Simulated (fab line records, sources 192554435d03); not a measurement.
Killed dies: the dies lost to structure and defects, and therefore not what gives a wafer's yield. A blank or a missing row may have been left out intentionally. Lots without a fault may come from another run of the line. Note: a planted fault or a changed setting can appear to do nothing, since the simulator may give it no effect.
A lot that was struck, set against a sound lot ; flow n5_finfet ; 15 steps out of a route of 1938
Sound: these wafers, L700.1, L700.3, L700.4. Struck: wafer L705.2. (L705.5, L705.6 of the same lot were not struck and are left out.) The cause comes at the end.
Each step with rows lists, per side, the tool, then ch with its chambers, then its first start. Under that, the readings that differ: sound wafers ; struck wafers ; difference of the means ; sigmas: that difference in standard deviations of wafers without a fault.
alike: a reading whose means differ by less than 2 such deviations, as well as words and numbers matching on both sides. not compared: withheld readings; readings where some wafer has no value; bounds like >300 that might hide an equal value; numbers whose values overlap and for which the record gives no deviation.
Wherever a step has rows on one side only, a row that says differs or no value, or a row with sigmas, the two part there. When numbers do not overlap yet have no deviation, they are printed without sigmas and do not part them. A reading that every wafer of one side lacks parts them only if that side has two wafers or more.

first, 5 steps without rows for these wafers: N5_BEOL_M4_EBR_24; N5_BEOL_M4_SOFTBAKE_23 (time 60 s); N5_BEOL_M4_EXPOSE_25 (exposes mask V3, defocus 5 nm); N5_BEOL_M4_PEB_26 (peb time 60 s); N5_BEOL_M4_DEVELOP_27 (develop time 30 s).
N5_BEOL_M4_CD_MEAS_28: target cd 26.2 nm, target cd y 24.1 nm.
  sound on cd_sem-03 ch 0, day 8 18:13; struck on cd_sem-03 ch 0, day 11 03:36
  alike: cd_nm
N5_BEOL_M4_OVL_MEAS_29:
  sound on overlay-02 ch 0, day 8 18:14; struck on overlay-02 ch 0, day 11 03:38
  alike: V3_OVL
N5_BEOL_M4_INSPECT_30: inspects for defects (brightfield).
  struck on defect_inspect-01, day 11 03:41; sound on defect_inspect-02, day 8 18:18
  alike: raw_defect_count
N5_BEOL_M4_DESCUM_33: chemistry O2, time 7 s.
  sound on rie_diel-03 ch 2,3, day 8 18:20; struck on rie_diel-01 ch 3, day 11 03:58
  alike: drypump_motor_current_A, oes_product_au, rf_vpp_V, showerhead_plenum_p_Torr, throttle_valve_pct
  not compared: rf_hours_counter_h
N5_BEOL_M4_ETCH_77: etches underlayer in N2/H2, target depth 6.5 nm, time 5.2 s.
  sound on rie_diel-03 ch 2,3, day 8 18:22; struck on rie_diel-01 ch 3, day 11 04:00
reading;sound;struck;difference;sigmas
showerhead_plenum_p_Torr (Torr);2.67 2.70 2.67;2.50;-0.18;-2
  alike: drypump_motor_current_A, etch_rf_on_time_s, oes_product_au, rf_vpp_V, throttle_valve_pct
  not compared: rf_hours_counter_h
N5_BEOL_M4_ETCH_69: etches SiARC in CF4, target depth 15.6 nm, time 26 s.
  sound on rie_diel-03 ch 2,3, day 8 18:23; struck on rie_diel-01 ch 3, day 11 04:01
reading;sound;struck;difference;sigmas
showerhead_plenum_p_Torr (Torr);2.24 2.28 2.24;2.10;-0.15;-2
  alike: drypump_motor_current_A, etch_rf_on_time_s, oes_product_au, rf_vpp_V, throttle_valve_pct
  not compared: rf_hours_counter_h
N5_BEOL_M4_ALD_98: deposits SiO2, target thk 2.5 nm, pulse time 1 s, co reactant pulse time 1 s.
  sound on ald_sin-01 ch 1,2,3, day 8 19:07; struck on ald_sin-02 ch 3, day 11 04:06
  alike: heater_power_w, precursor_pulse_height_rel
N5_BEOL_M4_ETCHBACK_99: etches SiO2 in CHF3, target depth 5 nm, time 10.4 s.
  sound on rie_diel-01 ch 0,1,3, day 9 12:03; struck on rie_diel-06 ch 1, day 11 10:29
reading;sound;struck;difference;sigmas
rf_hours_counter_h (h);224 202 185;38;-166;
throttle_valve_pct (%);17.60 17.06 17.14;16.57;-0.70;-3
model.CAR-EUV_of_BEOL_M4_COAT_22.thk_nm (nm);10.4 10.4 10.4;10.8;+0.4;
  alike: drypump_motor_current_A, oes_ar_750_au, oes_product_au, rf_vpp_V, showerhead_plenum_p_Torr
N5_BEOL_M4_ETCH_70: etches SOC in N2/H2, target depth 80 nm, overetch 24 nm, time 130 s.
  sound on rie_diel-01 ch 0,1,3, day 9 12:05; struck on rie_diel-06 ch 1, day 11 10:32
reading;sound;struck;difference;sigmas
rf_hours_counter_h (h);224 202 185;38;-166;
throttle_valve_pct (%);18.36 17.78 17.97;17.49;-0.55;-2
  alike: drypump_motor_current_A, oes_product_au, rf_vpp_V, showerhead_plenum_p_Torr
N5_BEOL_M4_RC_MEAS_101:
  sound on prober-02 ch 0, day 9 16:59; struck on prober-01 ch 0, day 11 16:45
reading;sound;struck;difference;sigmas
ION_N (uA/um);694 696 691;669;-25;-2
VT_P (mV);-245 -244 -244;-252;-8;-2
  alike: DIBL_N, DIBL_P, IOFF_N, IOFF_P, ION_P, SS_N, SS_P, VT_N

== WHERE THEY PART ==
First at N5_BEOL_M4_ETCH_77; last, within this record, at N5_BEOL_M4_RC_MEAS_101.

WHY: what the simulator had put in
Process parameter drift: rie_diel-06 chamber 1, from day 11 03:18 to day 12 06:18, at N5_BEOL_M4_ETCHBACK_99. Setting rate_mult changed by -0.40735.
